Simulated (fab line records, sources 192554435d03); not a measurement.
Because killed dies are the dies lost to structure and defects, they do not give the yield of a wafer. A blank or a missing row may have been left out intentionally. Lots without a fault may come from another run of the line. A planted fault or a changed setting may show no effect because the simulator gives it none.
Which tool is to blame? + flow n5_finfet + 11 lots with 33 wafers sampled at 2 steps, on a route of 1938 steps

WHAT THE GAUGES READ, wafer by wafer
N5_PASSIVATION_CD_MEAS_30: the cd target is 4000 nm.
| lot  | measured     | on        | cd_nm (nm)           |
|------|--------------|-----------|----------------------|
| L468 | day 12 14:26 | cd_sem-03 | 4001.3 4000.8 4001.9 |
| L469 | day 12 14:52 | cd_sem-03 | 4001.0 4001.7 4002.1 |
| L470 | day 12 19:52 | cd_sem-03 | 4003.2 4002.0 4002.3 |
| L473 | day 13 18:38 | cd_sem-03 | 3997.7 3998.0 3999.4 |
| L474 | day 13 20:34 | cd_sem-01 | 4000.1 3999.8 3999.5 |
| L477 | day 13 17:32 | cd_sem-03 | 3998.1 4001.6 3999.8 |
| L475 | day 14 03:22 | cd_sem-01 | 3998.8 4000.4 3997.8 |
| L485 | day 16 09:04 | cd_sem-02 | 3999.1 3999.8 4000.6 |
| L488 | day 16 14:29 | cd_sem-02 | 3999.9 4001.8 4001.7 |
| L486 | day 16 17:38 | cd_sem-01 | 3999.8 4000.8 4001.7 |
| L490 | day 17 22:44 | cd_sem-03 | 3997.9 3997.3 3999.0 |

WHICH TOOL RAN EACH LOT (tool, then ch and the chambers of the sampled wafers, then the start)
| lot  | N5_BEOL_M9_PECVD_70             |
|------|---------------------------------|
| L468 | pecvd-04 ch 1,2, day 10 04:24   |
| L469 | pecvd-01 ch 0,1,2, day 10 10:31 |
| L470 | pecvd-04 ch 0,1,2, day 10 14:40 |
| L473 | pecvd-03 ch 0,1, day 11 09:31   |
| L474 | pecvd-04 ch 0,1,2, day 11 14:34 |
| L477 | pecvd-04 ch 0,1, day 11 15:17   |
| L475 | pecvd-04 ch 0,1,2, day 11 22:17 |
| L485 | pecvd-03 ch 0,1,2, day 14 04:08 |
| L488 | pecvd-01 ch 0,1,2, day 14 08:37 |
| L486 | pecvd-03 ch 0,2, day 14 14:37   |
| L490 | pecvd-04 ch 0,1,2, day 15 06:08 |
- N5_BEOL_M9_PECVD_70: deposits SiO2 from TEOS/O2, target thk 20 nm, time 22.7 s.

WHAT THE TOOLS THEMSELVES READ (means of the sampled wafers that have a number; where no wafer has one, the mark that the record gives instead)
N5_BEOL_M9_PECVD_70.
| lot  | tool     | heater_power_w (W) | rf_fwd_power_W (W) | showerhead_plenum_p_Torr (Torr) | throttle_valve_pct (%) |
|------|----------|--------------------|--------------------|---------------------------------|------------------------|
| L468 | pecvd-04 | 815                | 447.1              | 8.75                            | 21.1                   |
| L469 | pecvd-01 | 666                | 445.3              | 8.79                            | 22.1                   |
| L470 | pecvd-04 | 752                | 445.0              | 8.74                            | 21.3                   |
| L473 | pecvd-03 | 688                | 446.5              | 8.81                            | 24.0                   |
| L474 | pecvd-04 | 709                | 444.0              | 8.73                            | 21.3                   |
| L477 | pecvd-04 | 705                | 445.2              | 8.74                            | 21.3                   |
| L475 | pecvd-04 | 762                | 444.7              | 8.75                            | 21.2                   |
| L485 | pecvd-03 | 776                | 445.9              | 8.79                            | 22.9                   |
| L488 | pecvd-01 | 636                | 445.2              | 8.78                            | 22.2                   |
| L486 | pecvd-03 | 761                | 446.0              | 8.78                            | 22.3                   |
| L490 | pecvd-04 | 757                | 445.8              | 8.73                            | 21.4                   |

THE ANSWER, worked out from the rows above alone
Rule: usual is defined by the lots themselves. The widest of any qualifying gaps counts: lots, ordered by their means at a reading, are off when they make up no more than a third of the lots, leave a main group of 4 or more, and stand apart from it by 3 or more times the standard deviation of that group's means. The tables above print the reading to a certain number of digits; a main group whose means all agree to those digits is not used. A lot without any number at a reading at which 4 lots or more have one is off too. Any other lot the step has rows for is counted as sound. After the gauges, taken in route order, come the tools' own readings; for these a lot's mean is taken, as printed above. The first step at which some lot is off is used, and at that step the reading that is off furthest; a lot without a number counts as furthest.
No lot is off at any reading shown: from this, nothing can be told.

WHAT THE SIMULATOR HAD INSERTED
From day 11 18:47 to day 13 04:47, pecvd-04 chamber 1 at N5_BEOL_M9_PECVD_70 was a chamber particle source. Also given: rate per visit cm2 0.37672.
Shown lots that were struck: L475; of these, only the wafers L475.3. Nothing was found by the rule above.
